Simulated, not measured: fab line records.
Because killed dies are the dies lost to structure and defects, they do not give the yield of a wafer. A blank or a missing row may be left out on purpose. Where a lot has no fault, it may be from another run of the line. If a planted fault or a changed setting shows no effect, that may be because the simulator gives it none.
fab line records    flow n5Finfet
record: lots: 5  wafers: 15  lastDay: 17
route steps=1938 shown BEOL_M13@1661
lots with no fault: from the same line, run without faults
startH: start of the lot's first displayed wafer, in hours after the record's first day    waitH: hours since the lot's step before    " unchanged from the row above    L1.1+2: one row covering several wafers at once    - value missing, or start not given    * or withheld: withheld    < > ~ a bound
route shown NAME@n: a module of which the file shows steps, and the number in the route of the first    usual: mean/standard deviation taken from wafers without a fault    same: alike in all rows    chamber/n: place in a boat    sites: readings site by site    _std_site: the standard deviation of these    _edge_site: the outer-site mean with the inner-site mean subtracted    radiusMm: for every site, how far away it sits from the centre of the wafer    mask NAME#n: copy n    behind: the last tool/chamber to shape the wafer    hold: cause of the lot's hold/its duration in hours/its outcome    device: which transistor (n, p or np) failed to switch    end of line: at the end of the route, the tests of the same wafers    a step given without rows: its recipe and nothing more    killed: at the first sort, the dies lost to defects and structure; wafer yield is something else    map: shows each die of a wafer: x if killed, . if not, _ if none is there
set.NAME: the setting as run; set.NAME@STEP: as run at that earlier step    model.NAME: the simulator's own value behind a step, which no gauge read
a table for each step, a row for each wafer; lots at some steps of the route
services: from which hour (startH, from the record's first day; less than 0 if before it) a tool's chamber was out of use, for how many hours, and why
== steps ==
step: N5_BEOL_M13_COAT_58
recipe: resist: BARC  tempC: 205  timeS: 60  spinRpm: 1500  resistThkNm: 89
lot.wafer   tool           chamber  startH  waitH
L077.2+4+6  lithoTrack-01  0        239.37  0.0
L075.1+2+6  lithoTrack-05  0        239.42  0.0
L093.2+3+6  lithoTrack-01  0        358.53  0.0
L094.1+5+6  lithoTrack-01  0        359.05  0.0
L097.2+3+6  lithoTrack-05  0        369.99  0.0
step: N5_BEOL_M13_COAT_04
recipe: spinRpm: 1625  resistThkNm: 400
lot.wafer   tool           chamber  startH  waitH
L077.2+4+6  lithoTrack-01  0        -       -
L075.1+2+6  lithoTrack-05  0        -       -
L093.2+3+6  lithoTrack-01  0        -       -
L094.1+5+6  lithoTrack-01  0        -       -
L097.2+3+6  lithoTrack-05  0        -       -
step: N5_BEOL_M13_EBR_06
recipe: solvent: PGMEA  ebrWidthMm: 1.5
lot.wafer   tool           chamber  startH  waitH
L077.2+4+6  lithoTrack-01  0        -       -
L075.1+2+6  lithoTrack-05  0        -       -
L093.2+3+6  lithoTrack-01  0        -       -
L094.1+5+6  lithoTrack-01  0        -       -
L097.2+3+6  lithoTrack-05  0        -       -
step: N5_BEOL_M13_SOFTBAKE_05
recipe: tempC: 130  timeS: 60
lot.wafer   tool           chamber  startH  waitH
L077.2+4+6  lithoTrack-01  0        -       -
L075.1+2+6  lithoTrack-05  0        -       -
L093.2+3+6  lithoTrack-01  0        -       -
L094.1+5+6  lithoTrack-01  0        -       -
L097.2+3+6  lithoTrack-05  0        -       -
step: N5_BEOL_M13_EXPOSE_07
recipe: maskId: V12  na: 0.93  sourceShape: conventional  sigmaOuter: 0.6  polarization: unpolarized  attpsmPhaseDeg: 180  doseMj: 24.8
lot.wafer   tool           chamber  startH  waitH  mask
L077.2+4+6  krfScanner-01  0        239.47  -      V12#0
L075.1+2+6  krfScanner-01  0        239.52  -      V12#0
L093.2+3+6  krfScanner-01  0        358.64  -      V12#0
L094.1+5+6  krfScanner-01  0        359.15  -      V12#0
L097.2+3+6  krfScanner-02  0        370.09  -      V12#0
step: N5_BEOL_M13_PEB_08
recipe: pebTempC: 130  pebTimeS: 90
lot.wafer   tool           chamber  startH  waitH
L077.2+4+6  lithoTrack-01  0        239.52  0.0
L075.1+2+6  lithoTrack-05  0        239.57  0.1
L093.2+3+6  lithoTrack-05  0        358.69  0.0
L094.1+5+6  lithoTrack-05  0        359.21  0.1
L097.2+3+6  lithoTrack-05  0        370.15  0.0
step: N5_BEOL_M13_DEVELOP_09
recipe: developTimeS: 45  rinseLiquid: diw  dry: airSpin  devTempC: 21
lot.wafer   tool           chamber  startH  waitH
L077.2+4+6  lithoTrack-01  0        -       -
L075.1+2+6  lithoTrack-05  0        -       -
L093.2+3+6  lithoTrack-05  0        -       -
L094.1+5+6  lithoTrack-05  0        -       -
L097.2+3+6  lithoTrack-05  0        -       -
step: N5_BEOL_M13_HARDBAKE_14
recipe: tempC: 130  timeS: 120
lot.wafer   tool           chamber  startH  waitH
L077.2+4+6  lithoTrack-01  0        -       -
L075.1+2+6  lithoTrack-05  0        -       -
L093.2+3+6  lithoTrack-05  0        -       -
L094.1+5+6  lithoTrack-05  0        -       -
L097.2+3+6  lithoTrack-05  0        -       -
step: N5_BEOL_M13_CD_MEAS_10
recipe: targetCdNm: 190  landingEnergyEv: 500  detector: seInlens  polarity: opening
usual: cdNm: 189.7/1.3
lot.wafer  tool      chamber  startH  waitH  cdNm
L077.2     cdSem-01  0        239.64  -      188.9
L077.4     "         0        "       "      188.5
L077.6     "         0        "       "      188.0
L075.1     cdSem-01  0        239.69  -      189.5
L075.2     "         0        "       "      189.3
L075.6     "         0        "       "      187.7
L093.2     cdSem-03  0        358.80  -      188.0
L093.3     "         0        "       "      186.9
L093.6     "         0        "       "      187.4
L094.1     cdSem-01  0        359.32  -      189.2
L094.5     "         0        "       "      188.1
L094.6     "         0        "       "      188.6
L097.2     cdSem-03  0        370.26  -      189.1
L097.3     "         0        "       "      188.4
L097.6     "         0        "       "      188.1
step: N5_BEOL_M13_OVL_MEAS_11
recipe: pointsPerWafer: 44
usual: V12_OVL: 0/5.8
lot.wafer  tool        chamber  startH  waitH  V12_OVL[nm]
L077.2     overlay-01  0        239.67  0.0    -6
L077.4     "           0        "       "      -2
L077.6     "           0        "       "      -7
L075.1     overlay-02  0        239.72  0.0    8
L075.2     "           0        "       "      3
L075.6     "           0        "       "      0
L093.2     overlay-02  0        358.83  0.0    7
L093.3     "           0        "       "      1
L093.6     "           0        "       "      4
L094.1     overlay-02  0        359.35  0.0    12
L094.5     "           0        "       "      6
L094.6     "           0        "       "      6
L097.2     overlay-02  0        370.29  0.0    9
L097.3     "           0        "       "      -2
L097.6     "           0        "       "      6
step: N5_BEOL_M13_INSPECT_12
recipe: mode: adi  inspectInstrument: macro
usual: rawDefectCount: 1.9/1.4
lot.wafer  tool              chamber  startH  waitH  rawDefectCount
L077.2     defectInspect-01  -        239.69  0.0    2
L077.4     "                 -        "       "      2
L077.6     "                 -        "       "      1
L075.1     defectInspect-02  -        239.74  0.0    1
L075.2     "                 -        "       "      1
L075.6     "                 -        "       "      1
L093.2     defectInspect-02  -        358.86  0.0    3
L093.3     "                 -        "       "      1
L093.6     "                 -        "       "      1
L094.1     defectInspect-01  -        359.38  0.0    1
L094.5     "                 -        "       "      1
L094.6     "                 -        "       "      4
L097.2     defectInspect-02  -        370.32  0.0    0
L097.3     "                 -        "       "      1
L097.6     "                 -        "       "      6
step: N5_BEOL_M13_DESCUM_15
recipe: chemistry: O2  timeS: 7.9  sourcePowerW: 50  biasPowerW: 20  pressureMtorr: 20  rfFrequencyHz: 2.712e+07  tempC: 40  o2FlowSccm: 225
usual: drypumpMotorCurrentA: 5.6/0.6  o2FlowSccm: 224.9/0.68  oesProductAu: 0.80/0.089  rfVppV: 243.1/1.6  showerheadPlenumPTorr: 2.09/0.09  throttleValvePct: 20.36/0.18
lot.wafer  tool        chamber  startH  waitH  drypumpMotorCurrentA  o2FlowSccm  oesProductAu  rfHoursCounterH  rfVppV  showerheadPlenumPTorr  throttleValvePct
L077.2     rieDiel-05  0        239.73  0.0    4.7                   225.0       0.86          58               242.4   2.03                   20.17
L077.4     "           1        "       "      6.0                   225.3       0.94          11               243.5   2.06                   20.38
L077.6     "           0        "       "      4.7                   224.0       0.85          -                242.6   2.03                   20.17
L075.1     rieDiel-05  2        240.03  0.3    6.2                   223.9       0.70          194              241.8   2.00                   20.67
L075.2     "           0        "       "      4.7                   224.7       0.85          58               242.5   2.03                   20.18
L075.6     "           2        "       "      6.2                   224.1       0.70          -                242.3   2.00                   20.67
L093.2     rieDiel-01  0        358.90  0.0    6.0                   224.9       0.89          45               243.1   2.13                   20.38
L093.3     "           3        "       "      4.8                   224.8       0.86          54               243.1   2.12                   20.07
L093.6     "           0        "       "      6.0                   225.4       0.90          -                244.4   2.13                   20.40
L094.1     rieDiel-05  3        359.44  0.1    6.8                   224.5       0.73          200              241.2   1.98                   20.48
L094.5     "           3        "       "      6.8                   224.3       0.72          -                243.1   1.98                   20.49
L094.6     "           0        "       "      4.7                   225.7       0.80          -                242.4   2.02                   20.22
L097.2     rieDiel-03  0        370.40  0.1    5.4                   224.8       0.91          29               243.7   2.14                   20.14
L097.3     "           2        "       "      5.2                   224.2       0.70          208              244.5   2.16                   20.42
L097.6     "           0        "       "      5.3                   225.2       0.91          -                243.9   2.14                   20.14
step: N5_BEOL_M13_ETCH_59
recipe: chemistry: N2/H2  target: BARC  targetDepthA: 890  overetchA: 267  timeS: 67.9  ionEnergyEv: 200  pressureMtorr: 30  sourceW: 840  biasW: 150  n2FlowSccm: 200  h2FlowSccm: 200
usual: drypumpMotorCurrentA: 5.6/0.61  oesProductAu: 0.68/0.07  rfVppV: 524/3.1  showerheadPlenumPTorr: 2.54/0.11  throttleValvePct: 17.82/0.21
lot.wafer  tool        chamber  startH  waitH  drypumpMotorCurrentA  oesProductAu  rfHoursCounterH  rfVppV  showerheadPlenumPTorr  throttleValvePct
L077.2     rieDiel-05  0        239.76  0.0    4.7                   0.72          58               522     2.47                   17.64
L077.4     "           1        "       "      6.0                   0.80          11               523     2.51                   18.01
L077.6     "           0        "       "      4.7                   0.71          -                521     2.47                   17.64
L075.1     rieDiel-05  2        240.06  0.0    6.3                   0.60          194              519     2.42                   17.99
L075.2     "           0        "       "      4.7                   0.72          58               521     2.47                   17.63
L075.6     "           2        "       "      6.2                   0.61          -                519     2.42                   17.98
L093.2     rieDiel-01  0        358.94  0.0    6.0                   0.76          45               527     2.59                   17.79
L093.3     "           3        "       "      4.9                   0.72          54               524     2.59                   17.55
L093.6     "           0        "       "      6.0                   0.76          -                525     2.59                   17.78
L094.1     rieDiel-05  3        359.47  0.0    6.8                   0.62          200              520     2.42                   18.00
L094.5     "           3        "       "      6.8                   0.63          -                520     2.43                   17.98
L094.6     "           0        "       "      4.7                   0.68          -                521     2.46                   17.68
L097.2     rieDiel-03  0        370.44  0.0    5.4                   0.76          29               527     2.58                   17.60
L097.3     "           2        "       "      5.2                   0.61          208              525     2.62                   17.82
L097.6     "           0        "       "      5.4                   0.76          -                526     2.58                   17.57
step: N5_BEOL_M13_VIA_ETCH_16
recipe: chemistry: C4F8/O2/Ar  target: SiOC  pressureMtorr: 30  sourceW: 3000  biasW: 700  Ar_flow_sccm: 400  C4F8_flow_sccm: 15  O2_flow_sccm: 8  heInnerTorr: 15  heOuterTorr: 30  targetDepthA: 9217  timeS: withheld  ionEnergyEv: 250  ends: cleared
usual: C4F8_flow_sccm: 15.00/0.049  drypumpMotorCurrentA: 5.6/0.6  oesProductAu: 0.72/0.08  rfVppV: 665/3.8  showerheadPlenumPTorr: 3.41/0.13  throttleValvePct: 24.11/0.18
lot.wafer  tool        chamber  startH  waitH  C4F8_flow_sccm  drypumpMotorCurrentA  oesProductAu  rfVppV  showerheadPlenumPTorr  throttleValvePct
L077.2     rieDiel-05  0        239.81  0.0    15.02           4.7                   0.77          664     3.34                   24.05
L077.4     "           1        "       "      14.97           6.0                   0.85          664     3.35                   24.11
L077.6     "           0        "       "      14.97           4.7                   0.76          664     3.34                   24.06
L075.1     rieDiel-05  2        240.11  0.0    14.99           6.2                   0.63          660     3.26                   24.30
L075.2     "           0        "       "      15.01           4.7                   0.76          664     3.34                   24.05
L075.6     "           2        "       "      15.09           6.2                   0.63          660     3.26                   24.29
L093.2     rieDiel-01  0        358.99  0.0    14.99           6.0                   0.82          667     3.46                   24.08
L093.3     "           3        "       "      14.99           4.9                   0.76          667     3.49                   23.96
L093.6     "           0        "       "      14.99           6.0                   0.81          669     3.46                   24.10
L094.1     rieDiel-05  3        359.53  0.0    14.98           6.8                   0.65          662     3.27                   24.34
L094.5     "           3        "       "      15.01           6.8                   0.66          661     3.27                   24.34
L094.6     "           0        "       "      15.08           4.7                   0.72          662     3.32                   24.09
L097.2     rieDiel-03  0        370.49  0.0    15.01           5.4                   0.82          668     3.47                   23.84
L097.3     "           2        "       "      15.02           5.2                   0.63          669     3.51                   24.07
L097.6     "           0        "       "      15.03           5.4                   0.82          666     3.47                   23.83
step: N5_BEOL_M13_STRIP_63
recipe: chemistry: N2/H2  powerW: 1000  tempC: 250  h2Frac: 0.65  overashFraction: 0.3  pressureMtorr: 1000  n2FlowSccm: 1750  h2FlowSccm: 3250
usual: drypumpMotorCurrentA: 5.7/0.68  heaterPowerW: 331/16  oesProductAu: 0.674/0.0049  stripTimeToEndpointS: 27.8/1.1
lot.wafer  tool            chamber  startH  waitH  drypumpMotorCurrentA  heaterPowerW  oesProductAu  rfHoursCounterH  stripTimeToEndpointS
L077.2     plasmaAsher-01  1        240.05  -      5.3                   332           0.667         64               27.8
L077.4     "               1        "       "      5.3                   335           0.672         -                26.5
L077.6     "               0        "       "      6.6                   348           0.682         -                25.3
L075.1     plasmaAsher-01  0        240.35  -      6.6                   342           0.680         64               28.9
L075.2     "               1        "       "      5.3                   336           0.676         64               28.4
L075.6     "               1        "       "      5.3                   333           0.670         -                28.2
L093.2     plasmaAsher-02  1        359.22  -      5.2                   295           0.672         148              26.8
L093.3     "               1        "       "      5.2                   292           0.672         -                27.6
L093.6     "               1        "       "      5.2                   297           0.673         -                25.9
L094.1     plasmaAsher-02  0        359.76  -      4.9                   333           0.676         148              28.4
L094.5     "               1        "       "      5.2                   301           0.671         -                26.9
L094.6     "               0        "       "      4.9                   334           0.679         -                26.7
L097.2     plasmaAsher-01  1        370.75  -      5.3                   329           0.675         93               29.1
L097.3     "               1        "       "      5.3                   332           0.683         -                29.4
L097.6     "               1        "       "      5.3                   330           0.675         -                28.1
step: N5_BEOL_M13_STRIP_64
recipe: chemistry: N2/H2  powerW: 1000  tempC: 250  h2Frac: 0.65  overashFraction: 0.3  pressureMtorr: withheld  n2FlowSccm: 1750  h2FlowSccm: 3250
usual: drypumpMotorCurrentA: 5.7/0.68  heaterPowerW: 331/16  oesProductAu: 0.715/0.0044  stripTimeToEndpointS: 31.35/0.072
lot.wafer  tool            chamber  startH  waitH  drypumpMotorCurrentA  heaterPowerW  oesProductAu  rfHoursCounterH  stripTimeToEndpointS
L077.2     plasmaAsher-01  1        240.11  0.0    5.3                   330           0.717         64               31.32
L077.4     "               1        "       "      5.3                   335           0.718         -                31.37
L077.6     "               0        "       "      6.6                   351           0.717         -                31.34
L075.1     plasmaAsher-01  0        240.41  0.0    6.6                   356           0.716         64               31.49
L075.2     "               1        "       "      5.3                   336           0.716         64               31.36
L075.6     "               1        "       "      5.3                   332           0.719         -                31.44
L093.2     plasmaAsher-02  1        359.28  0.0    5.2                   297           0.708         148              31.38
L093.3     "               1        "       "      5.2                   300           0.711         -                31.43
L093.6     "               1        "       "      5.2                   291           0.715         -                31.35
L094.1     plasmaAsher-02  0        359.82  0.0    4.9                   335           0.715         149              31.32
L094.5     "               1        "       "      5.2                   302           0.716         -                31.29
L094.6     "               0        "       "      4.9                   346           0.714         -                31.23
L097.2     plasmaAsher-01  1        370.81  0.0    5.3                   342           0.715         93               31.21
L097.3     "               1        "       "      5.3                   328           0.712         -                31.38
L097.6     "               1        "       "      5.3                   340           0.715         -                31.33
step: N5_BEOL_M13_STRIP_71
recipe: chemistry: postEtchResidueRemover  timeS: 60  tempC: 25  removerPh: withheld  removerWaterWtPct: withheld  removerFluorideWtPct: withheld
lot.wafer   tool         chamber  startH  waitH
L077.2+4+6  wetBench-01  1,2,5    240.20  0.1
L075.1+2+6  wetBench-01  6,1,0    240.50  0.1
L093.2+3+6  wetBench-06  2,1,5    359.37  0.1
L094.1+5+6  wetBench-01  2,4,1    359.91  0.1
L097.2+3+6  wetBench-04  0,7,3    370.90  0.1
step: N5_BEOL_M13_SRD_72
recipe: timeS: 30  tempC: 23  rinseLiquid: diw  dry: n2Spin  spinRpm: 1500  dryTimeS: 30
lot.wafer   tool         chamber  startH  waitH
L077.2+4+6  wetBench-01  1,2,5    240.21  0.0
L075.1+2+6  wetBench-01  6,1,0    240.52  0.0
L093.2+3+6  wetBench-06  2,1,5    359.39  0.0
L094.1+5+6  wetBench-01  2,4,1    359.93  0.0
L097.2+3+6  wetBench-04  0,7,3    370.92  0.0
step: N5_BEOL_M13_CD_MEAS_17
recipe: targetCdNm: 190  polarity: opening
usual: cdNm: 190.0/1.3
lot.wafer  tool      chamber  startH  waitH  cdNm
L077.2     cdSem-02  -        240.26  0.0    189.2
L077.4     "         -        "       "      188.6
L077.6     "         -        "       "      188.2
L075.1     cdSem-01  -        240.56  0.0    188.6
L075.2     "         -        "       "      189.8
L075.6     "         -        "       "      187.7
L093.2     cdSem-01  -        359.43  0.0    188.3
L093.3     "         -        "       "      186.3
L093.6     "         -        "       "      187.1
L094.1     cdSem-01  -        359.97  0.0    190.4
L094.5     "         -        "       "      188.9
L094.6     "         -        "       "      189.9
L097.2     cdSem-02  -        370.96  0.0    190.1
L097.3     "         -        "       "      189.6
L097.6     "         -        "       "      189.1
step: N5_BEOL_M13_COAT_65
recipe: resist: SOC  tempC: 250  timeS: 60  spinRpm: 1500  resistThkNm: 350
lot.wafer   tool           chamber  startH  waitH
L077.2+4+6  lithoTrack-01  0        240.29  0.0
L075.1+2+6  lithoTrack-05  0        240.59  0.0
L093.2+3+6  lithoTrack-05  0        359.47  0.0
L094.1+5+6  lithoTrack-01  0        360.01  0.0
L097.2+3+6  lithoTrack-03  0        371.00  0.0
step: N5_BEOL_M13_COAT_66
recipe: resist: SiARC  tempC: 220  timeS: 60  spinRpm: 1500  resistThkNm: 110
lot.wafer   tool           chamber  startH  waitH
L077.2+4+6  lithoTrack-01  0        -       -
L075.1+2+6  lithoTrack-05  0        -       -
L093.2+3+6  lithoTrack-05  0        -       -
L094.1+5+6  lithoTrack-01  0        -       -
L097.2+3+6  lithoTrack-03  0        -       -
step: N5_BEOL_M13_COAT_22
recipe: spinRpm: 2888  resistThkNm: 300
lot.wafer   tool           chamber  startH  waitH
L077.2+4+6  lithoTrack-01  0        -       -
L075.1+2+6  lithoTrack-05  0        -       -
L093.2+3+6  lithoTrack-05  0        -       -
L094.1+5+6  lithoTrack-01  0        -       -
L097.2+3+6  lithoTrack-03  0        -       -
step: N5_BEOL_M13_EBR_24
recipe: solvent: PGMEA  ebrWidthMm: 1.5
lot.wafer   tool           chamber  startH  waitH
L077.2+4+6  lithoTrack-01  0        -       -
L075.1+2+6  lithoTrack-05  0        -       -
L093.2+3+6  lithoTrack-05  0        -       -
L094.1+5+6  lithoTrack-01  0        -       -
L097.2+3+6  lithoTrack-03  0        -       -
step: N5_BEOL_M13_SOFTBAKE_23
recipe: tempC: 130  timeS: 60
lot.wafer   tool           chamber  startH  waitH
L077.2+4+6  lithoTrack-01  0        -       -
L075.1+2+6  lithoTrack-05  0        -       -
L093.2+3+6  lithoTrack-05  0        -       -
L094.1+5+6  lithoTrack-01  0        -       -
L097.2+3+6  lithoTrack-03  0        -       -
step: N5_BEOL_M13_EXPOSE_25
recipe: maskId: M13  na: 0.93  sourceShape: conventional  sigmaOuter: 0.4  polarization: unpolarized  targetCdNm: 210  doseMj: 22
lot.wafer   tool           chamber  startH  waitH  mask
L077.2+4+6  krfScanner-01  0        240.42  -      M13#0
L075.1+2+6  krfScanner-01  0        240.71  -      M13#0
L093.2+3+6  krfScanner-02  0        359.59  -      M13#0
L094.1+5+6  krfScanner-01  0        360.25  -      M13#0
L097.2+3+6  krfScanner-02  0        371.25  -      M13#0
step: N5_BEOL_M13_PEB_26
recipe: pebTempC: 130  pebTimeS: 90
lot.wafer   tool           chamber  startH  waitH
L077.2+4+6  lithoTrack-05  0        240.47  0.0
L075.1+2+6  lithoTrack-03  0        240.77  0.1
L093.2+3+6  lithoTrack-05  0        359.64  0.0
L094.1+5+6  lithoTrack-05  0        360.31  0.1
L097.2+3+6  lithoTrack-03  0        371.30  0.0
step: N5_BEOL_M13_DEVELOP_27
recipe: developTimeS: 45  rinseLiquid: diw  dry: airSpin  devTempC: 21
lot.wafer   tool           chamber  startH  waitH
L077.2+4+6  lithoTrack-05  0        -       -
L075.1+2+6  lithoTrack-03  0        -       -
L093.2+3+6  lithoTrack-05  0        -       -
L094.1+5+6  lithoTrack-05  0        -       -
L097.2+3+6  lithoTrack-03  0        -       -
step: N5_BEOL_M13_HARDBAKE_32
recipe: tempC: 130  timeS: 120
lot.wafer   tool           chamber  startH  waitH
L077.2+4+6  lithoTrack-05  0        -       -
L075.1+2+6  lithoTrack-03  0        -       -
L093.2+3+6  lithoTrack-05  0        -       -
L094.1+5+6  lithoTrack-05  0        -       -
L097.2+3+6  lithoTrack-03  0        -       -
step: N5_BEOL_M13_CD_MEAS_28
recipe: targetCdNm: 209.5  landingEnergyEv: 500  detector: seInlens
usual: cdNm: 209.9/1.2
lot.wafer  tool      chamber  startH  waitH  cdNm
L077.2     cdSem-02  0        240.58  -      211.0
L077.4     "         0        "       "      211.7
L077.6     "         0        "       "      210.6
L075.1     cdSem-02  0        240.88  -      208.3
L075.2     "         0        "       "      208.6
L075.6     "         0        "       "      209.0
L093.2     cdSem-02  0        359.76  -      211.7
L093.3     "         0        "       "      210.9
L093.6     "         0        "       "      212.2
L094.1     cdSem-01  0        360.42  -      212.8
L094.5     "         0        "       "      212.8
L094.6     "         0        "       "      213.0
L097.2     cdSem-02  0        371.41  -      208.8
L097.3     "         0        "       "      208.2
L097.6     "         0        "       "      209.0
step: N5_BEOL_M13_OVL_MEAS_29
recipe: pointsPerWafer: 44
usual: M13_OVL: 1/5.9
lot.wafer  tool        chamber  startH  waitH  M13_OVL[nm]
L077.2     overlay-01  0        240.62  0.0    8
L077.4     "           0        "       "      0
L077.6     "           0        "       "      3
L075.1     overlay-01  0        240.91  0.0    5
L075.2     "           0        "       "      5
L075.6     "           0        "       "      4
L093.2     overlay-02  0        359.79  0.0    1
L093.3     "           0        "       "      -9
L093.6     "           0        "       "      4
L094.1     overlay-01  0        360.45  0.0    6
L094.5     "           0        "       "      -1
L094.6     "           0        "       "      4
L097.2     overlay-01  0        371.44  0.0    -1
L097.3     "           0        "       "      9
L097.6     "           0        "       "      -1
step: N5_BEOL_M13_INSPECT_30
recipe: mode: adi  inspectInstrument: macro
usual: rawDefectCount: 2.1/1.4
lot.wafer  tool              chamber  startH  waitH  rawDefectCount
L077.2     defectInspect-01  -        240.64  0.0    2
L077.4     "                 -        "       "      4
L077.6     "                 -        "       "      1
L075.1     defectInspect-01  -        240.94  0.0    5
L075.2     "                 -        "       "      6
L075.6     "                 -        "       "      2
L093.2     defectInspect-01  -        359.81  0.0    4
L093.3     "                 -        "       "      1
L093.6     "                 -        "       "      0
L094.1     defectInspect-01  -        360.48  0.0    2
L094.5     "                 -        "       "      0
L094.6     "                 -        "       "      1
L097.2     defectInspect-02  -        371.47  0.0    2
L097.3     "                 -        "       "      4
L097.6     "                 -        "       "      2
step: N5_BEOL_M13_DESCUM_33
recipe: chemistry: O2  timeS: 7.9  sourcePowerW: 50  biasPowerW: 20  pressureMtorr: 20  rfFrequencyHz: 2.712e+07  tempC: 40  o2FlowSccm: 225
usual: drypumpMotorCurrentA: 5.7/0.6  o2FlowSccm: 224.9/0.72  oesProductAu: 0.81/0.098  rfVppV: 243.3/1.5  showerheadPlenumPTorr: 2.10/0.084  throttleValvePct: 20.36/0.21
lot.wafer  tool        chamber  startH  waitH  drypumpMotorCurrentA  o2FlowSccm  oesProductAu  rfHoursCounterH  rfVppV  showerheadPlenumPTorr  throttleValvePct
L077.2     rieDiel-05  0        240.69  0.0    4.7                   223.9       0.85          58               240.4   2.03                   20.18
L077.4     "           3        "       "      6.8                   224.2       0.75          165              241.9   1.99                   20.41
L077.6     "           1        "       "      6.0                   225.4       0.94          -                242.1   2.06                   20.39
L075.1     rieDiel-01  2        240.97  0.0    6.4                   226.3       0.73          205              244.2   2.15                   20.71
L075.2     "           0        "       "      6.0                   226.0       0.99          6                244.1   2.15                   20.32
L075.6     "           1        "       "      5.8                   224.3       0.89          -                246.1   2.22                   20.26
L093.2     rieDiel-01  2        359.85  0.0    6.4                   223.5       0.70          234              245.1   2.14                   20.76
L093.3     "           3        "       "      4.9                   224.6       0.85          54               243.4   2.12                   20.06
L093.6     "           0        "       "      6.0                   225.7       0.89          -                242.8   2.13                   20.39
L094.1     rieDiel-03  2        360.51  0.0    5.2                   225.3       0.70          205              245.5   2.17                   20.41
L094.5     "           2        "       "      5.2                   225.4       0.71          -                243.2   2.17                   20.43
L094.6     "           3        "       "      5.2                   224.6       0.71          -                241.0   1.91                   20.29
L097.2     rieDiel-03  0        371.91  0.4    5.4                   224.5       0.91          30               243.7   2.14                   20.14
L097.3     "           1        "       "      5.4                   225.4       0.70          233              243.6   2.15                   20.40
L097.6     "           1        "       "      5.4                   224.9       0.70          -                243.4   2.15                   20.39
== services ==
tool            chamber  startH  hours  kind
lithoTrack-05   -        222.53  -      consumableReplace:filter
lithoTrack-03   -        223.66  -      consumableReplace:filter
krfScanner-01   -        227.69  0.8    pm
krfScanner-02   -        229.65  11.5   repair
rieDiel-01      2        247.19  13.3   repair
rieDiel-03      2        251.67  11.3   repair
krfScanner-01   -        255.86  3.0    pm
rieDiel-03      0        263.00  -      clean
rieDiel-03      0        263.00  -      consumableReplace:focusRing
rieDiel-03      0        263.00  18.7   scheduledDown
rieDiel-03      0        263.00  18.7   ventCycle
krfScanner-01   -        269.26  1.0    pm
krfScanner-02   -        275.60  1.3    pm
rieDiel-01      2        276.08  10.4   repair
krfScanner-01   0        279.85  -      calibration
krfScanner-02   -        288.62  1.0    pm
krfScanner-01   -        289.81  1.3    pm
rieDiel-03      1        291.76  7.9    repair
wetBench-01     -        300.52  4.7    repair
plasmaAsher-02  -        323.12  2.8    pm
lithoTrack-03   -        336.82  -      consumableReplace:filter
wetBench-04     -        359.70  5.5    repair
rieDiel-03      2        364.20  1.3    repair
plasmaAsher-02  -        370.99  1.3    repair
== key ==
fault none
